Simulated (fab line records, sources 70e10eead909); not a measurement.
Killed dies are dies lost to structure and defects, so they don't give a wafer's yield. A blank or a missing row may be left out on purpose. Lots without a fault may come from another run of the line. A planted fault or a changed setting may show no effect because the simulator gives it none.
Chamber matching | flow nand_harc | NHARC_A_STAIRCASE_DESCUM_443 on rie_diel-05: 4 sister chambers
The step chemistry O2, time 3 s. 4 wafers are shown with their chamber, then 9 later ones without.

WAFERS WITH THEIR CHAMBER
wafer  | chamber | drypump_motor_current_A (A)
L085.1 | 2       | 6.1
L087.1 | 3       | 5.8
L087.4 | 1       | 6.5
L087.6 | 0       | 5.4

WAFERS WITHOUT THEIR CHAMBER
wafer  | drypump_motor_current_A (A)
L090.2 | 5.4
L090.3 | 6.5
L090.6 | 6.1
L094.2 | 6.1
L094.3 | 5.7
L094.5 | 6.1
L093.2 | 6.5
L093.4 | 6.5
L093.5 | 5.8

WHICH CHAMBER EACH WENT THROUGH
wafer  | from the rows above | in truth
L090.2 | 0                   | 0
L090.3 | 1                   | 1
L090.6 | 2                   | 2
L094.2 | 2                   | 2
L094.3 | 3                   | 3
L094.5 | 2                   | 2
L093.2 | 1                   | 1
L093.4 | 1                   | 1
L093.5 | 3                   | 3
Placed correctly: 9 of 9. Can't be placed from these rows: 0. Placed wrongly: 0.
How it was worked out, from the rows above alone: a wafer's distance from a chamber is the root of the sum, over the readings, of the square of ((its reading less the chamber's mean) divided by the reading's scatter). The wafer belongs to the nearest chamber; if the next one is less than 2 further off, it can't be placed. A chamber's mean is the mean of its shown wafers. The scatter: with one shown wafer a chamber, the root of the mean of the squares of how far each hidden wafer lies from its nearest shown one.
